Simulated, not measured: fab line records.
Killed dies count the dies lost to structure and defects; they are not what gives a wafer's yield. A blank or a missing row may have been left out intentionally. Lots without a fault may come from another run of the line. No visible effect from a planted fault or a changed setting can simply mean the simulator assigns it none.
Chamber matching :: flow nandHarc :: NHARC_P_ZERO_WELL_ETCH_65 on rieDiel-13: 4 sister chambers
The step etches the open film in N2/H2, target depth 80 nm, overetch 24 nm, time 87.88 s. 22 wafers are shown with their chamber, then 11 later ones without.

EACH WAFER AND ITS CHAMBER
wafer: L075.2
chamber: 0
drypumpMotorCurrentA (A): 6.5
showerheadPlenumPTorr (Torr): 2.04
rfVppV (V): 429.8

wafer: L075.3
chamber: 2
drypumpMotorCurrentA (A): 5.6
showerheadPlenumPTorr (Torr): 2.00
rfVppV (V): 428.7

wafer: L075.4
chamber: 1
drypumpMotorCurrentA (A): 4.8
showerheadPlenumPTorr (Torr): 2.03
rfVppV (V): 430.3

wafer: L079.1
chamber: 3
drypumpMotorCurrentA (A): 5.2
showerheadPlenumPTorr (Torr): 1.90
rfVppV (V): 426.6

wafer: L079.2
chamber: 1
drypumpMotorCurrentA (A): 4.8
showerheadPlenumPTorr (Torr): 2.02
rfVppV (V): 428.8

wafer: L079.5
chamber: 3
drypumpMotorCurrentA (A): 5.2
showerheadPlenumPTorr (Torr): 1.90
rfVppV (V): 428.1

wafer: L080.3
chamber: 1
drypumpMotorCurrentA (A): 4.8
showerheadPlenumPTorr (Torr): 2.02
rfVppV (V): 430.1

wafer: L080.5
chamber: 1
drypumpMotorCurrentA (A): 4.8
showerheadPlenumPTorr (Torr): 2.02
rfVppV (V): 428.6

wafer: L080.6
chamber: 2
drypumpMotorCurrentA (A): 5.6
showerheadPlenumPTorr (Torr): 2.00
rfVppV (V): 430.0

wafer: L081.1
chamber: 0
drypumpMotorCurrentA (A): 6.5
showerheadPlenumPTorr (Torr): 2.03
rfVppV (V): 431.5

wafer: L081.3
chamber: 3
drypumpMotorCurrentA (A): 5.2
showerheadPlenumPTorr (Torr): 1.90
rfVppV (V): 425.1

wafer: L081.6
chamber: 0
drypumpMotorCurrentA (A): 6.5
showerheadPlenumPTorr (Torr): 2.03
rfVppV (V): 429.9

wafer: L083.1
chamber: 2
drypumpMotorCurrentA (A): 5.6
showerheadPlenumPTorr (Torr): 1.99
rfVppV (V): 428.9

wafer: L083.2
chamber: 1
drypumpMotorCurrentA (A): 4.8
showerheadPlenumPTorr (Torr): 2.02
rfVppV (V): 430.4

wafer: L083.5
chamber: 1
drypumpMotorCurrentA (A): 4.8
showerheadPlenumPTorr (Torr): 2.02
rfVppV (V): 428.9

wafer: L084.3
chamber: 3
drypumpMotorCurrentA (A): 5.3
showerheadPlenumPTorr (Torr): 1.90
rfVppV (V): 426.9

wafer: L084.5
chamber: 2
drypumpMotorCurrentA (A): 5.6
showerheadPlenumPTorr (Torr): 1.99
rfVppV (V): 428.4

wafer: L084.6
chamber: 1
drypumpMotorCurrentA (A): 4.8
showerheadPlenumPTorr (Torr): 2.01
rfVppV (V): 429.0

wafer: L086.2
chamber: 3
drypumpMotorCurrentA (A): 5.3
showerheadPlenumPTorr (Torr): 1.90
rfVppV (V): 425.4

wafer: L086.3
chamber: 0
drypumpMotorCurrentA (A): 6.5
showerheadPlenumPTorr (Torr): 2.02
rfVppV (V): 429.6

wafer: L086.6
chamber: 3
drypumpMotorCurrentA (A): 5.3
showerheadPlenumPTorr (Torr): 1.90
rfVppV (V): 425.7

wafer: L088.4
chamber: 0
drypumpMotorCurrentA (A): 6.5
showerheadPlenumPTorr (Torr): 2.02
rfVppV (V): 429.1

SIGNATURES (averages over the wafers above)
reading: drypumpMotorCurrentA
chamber 0: 6.500
chamber 1: 4.800
chamber 2: 5.600
chamber 3: 5.250
scatter within a chamber: 0.0289

reading: showerheadPlenumPTorr
chamber 0: 2.0280
chamber 1: 2.0200
chamber 2: 1.9950
chamber 3: 1.9000
scatter within a chamber: 0.00568

reading: rfVppV
chamber 0: 429.980
chamber 1: 429.443
chamber 2: 429.000
chamber 3: 426.300
scatter within a chamber: 0.904
Rule: a wafer lies at a distance from a chamber equal to the root of the sum of squares, over the readings, of (its reading less the chamber's mean, divided by the reading's scatter). The wafer belongs to the nearest chamber; if the next one is less than 2 further off, it can't be placed. The scatter: the root of (the sum of the squares of (reading less its chamber's mean) over the shown wafers, divided by (wafers less chambers)).

WAFERS WITH NO CHAMBER GIVEN
wafer: L088.5
drypumpMotorCurrentA (A): 5.2
showerheadPlenumPTorr (Torr): 1.89
rfVppV (V): 426.5

wafer: L088.6
drypumpMotorCurrentA (A): 5.6
showerheadPlenumPTorr (Torr): 1.99
rfVppV (V): 430.5

wafer: L092.1
drypumpMotorCurrentA (A): 5.2
showerheadPlenumPTorr (Torr): 1.89
rfVppV (V): 425.4

wafer: L092.5
drypumpMotorCurrentA (A): 5.2
showerheadPlenumPTorr (Torr): 1.89
rfVppV (V): 426.6

wafer: L092.6
drypumpMotorCurrentA (A): 6.5
showerheadPlenumPTorr (Torr): 2.02
rfVppV (V): 430.1

wafer: L093.2
drypumpMotorCurrentA (A): 6.5
showerheadPlenumPTorr (Torr): 2.02
rfVppV (V): 429.1

wafer: L093.3
drypumpMotorCurrentA (A): 5.2
showerheadPlenumPTorr (Torr): 1.89
rfVppV (V): 426.6

wafer: L093.5
drypumpMotorCurrentA (A): 4.8
showerheadPlenumPTorr (Torr): 2.00
rfVppV (V): 428.8

wafer: L095.1
drypumpMotorCurrentA (A): 4.8
showerheadPlenumPTorr (Torr): 2.00
rfVppV (V): 429.9

wafer: L095.4
drypumpMotorCurrentA (A): 6.5
showerheadPlenumPTorr (Torr): 2.01
rfVppV (V): 429.5

wafer: L095.5
drypumpMotorCurrentA (A): 5.7
showerheadPlenumPTorr (Torr): 1.98
rfVppV (V): 428.5

CHAMBER TAKEN BY EACH
wafer: L088.5
from the rows above: 3
in truth: 3

wafer: L088.6
from the rows above: 2
in truth: 2

wafer: L092.1
from the rows above: 3
in truth: 3

wafer: L092.5
from the rows above: 3
in truth: 3

wafer: L092.6
from the rows above: 0
in truth: 0

wafer: L093.2
from the rows above: 0
in truth: 0

wafer: L093.3
from the rows above: 3
in truth: 3

wafer: L093.5
from the rows above: 1
in truth: 1

wafer: L095.1
from the rows above: 1
in truth: 1

wafer: L095.4
from the rows above: 0
in truth: 0

wafer: L095.5
from the rows above: 2
in truth: 2
Correct placement for 11 of the 11. Left unplaced by these rows: 0. Number placed wrongly: 0.
